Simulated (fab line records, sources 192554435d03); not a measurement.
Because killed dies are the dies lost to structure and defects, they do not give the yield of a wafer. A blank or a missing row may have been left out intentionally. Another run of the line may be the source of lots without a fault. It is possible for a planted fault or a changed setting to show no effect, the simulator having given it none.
A lot that was struck, set against a sound lot + flow n5-finfet + 24 steps out of a route of 1938
Sound: the wafers L694.2, L694.3, L694.5. Struck: wafers L697.3, L697.4, L697.5. At the end, the cause is stated.
Each step with rows lists, per side, the tool, then ch with its chambers, then its first start. Under that, the readings that differ: sound wafers + struck wafers + difference of the means + sigmas: that difference in standard deviations of wafers without a fault.
alike: readings whose means differ by less than 2 such deviations, and words and numbers that are the same on both sides. not compared: withheld readings, readings that some wafer has no value for, bounds like >300 that may hide the same value, and numbers for which the record gives no deviation and whose values overlap.
Wherever a step has rows on one side only, a row that says differs or no value, or a row with sigmas, the two part there. Non-overlapping numbers with no deviation appear without sigmas and do not part them. A reading missing from all wafers of one side parts the sides only when that side holds two or more wafers.

first, 9 steps without rows for these wafers: N5_BEOL_M5_EXPOSE_08 (exposes mask M5, target cd 28 nm); N5_BEOL_M5_PEB_09 (peb time 60 s); N5_BEOL_M5_DEVELOP_10 (develop time 30 s); N5_BEOL_M5_DESCUM_16 (chemistry O2, time 7 s); N5_BEOL_M5_ETCH_72 (etches underlayer in N2/H2, target depth 6.5 nm, time 5.2 s); N5_BEOL_M5_ETCH_61 (etches SiARC in CF4, target depth 15.6 nm, time 26 s); N5_BEOL_M5_ETCH_62 (etches SOC in N2/H2, target depth 75 nm, overetch 15 nm, time 112.5 s); N5_BEOL_M5_STRIP_63 (strips in N2/H2); N5_BEOL_M5_STRIP_73 (strips in N2/H2).
N5_BEOL_M5_STRIP_64: strips in CF4.
  sound on rie-diel-01 ch 0,3, day 7 22:42; struck on rie-diel-01 ch 0,1,2, day 9 08:55
  alike: cf4-flow-sccm, drypump-motor-current-A, oes-product-au, rf-vpp-V, showerhead-plenum-p-Torr, throttle-valve-pct
  not compared: rf-hours-counter-h
then, 11 steps without rows for these wafers: N5_BEOL_M5_HM_OPEN_17 (chemistry Cl2/BCl3, target TiN, target depth 20 nm, overetch 6 nm); N5_BEOL_M5_STRIP_19 (strips in O2); N5_BEOL_M5_COAT_65 (time 60 s, resist thk 60 nm); N5_BEOL_M5_COAT_66 (time 60 s, resist thk 12 nm); N5_BEOL_M5_COAT_74 (time 60 s, resist thk 5 nm); N5_BEOL_M5_COAT_22 (resist thk 30 nm); N5_BEOL_M5_EBR_24; N5_BEOL_M5_SOFTBAKE_23 (time 60 s); N5_BEOL_M5_EXPOSE_25 (exposes mask V4, defocus 10 nm); N5_BEOL_M5_PEB_26 (peb time 60 s); N5_BEOL_M5_DEVELOP_27 (develop time 30 s).
N5_BEOL_M5_INSPECT_30: inspects for defects (brightfield).
  struck on defect-inspect-02, day 9 09:35; sound on defect-inspect-02, day 7 23:34
| reading          | sound       | struck         | difference | sigmas |
|------------------|-------------|----------------|------------|--------|
| raw-defect-count | 344 342 372 | 1893 1793 1752 | +1460      | +16    |
then, 1 step without rows for these wafers: N5_BEOL_M5_DESCUM_33 (chemistry O2, time 7 s).
-- here the record skips 4 days between the struck wafers' starts before and after, leaving off in module BEOL_M5 and picking up in module PASSIVATION (first step shown: number 1936 of the route) --
N5_PASSIVATION_PROBE_49:
  the record has rows for the struck wafers here (prober-01, day 13 04:13) and none for the sound ones

== WHERE THEY PART ==
First at N5_BEOL_M5_INSPECT_30; last, within this record, at N5_PASSIVATION_PROBE_49.

WHY: what had been put in by the simulator
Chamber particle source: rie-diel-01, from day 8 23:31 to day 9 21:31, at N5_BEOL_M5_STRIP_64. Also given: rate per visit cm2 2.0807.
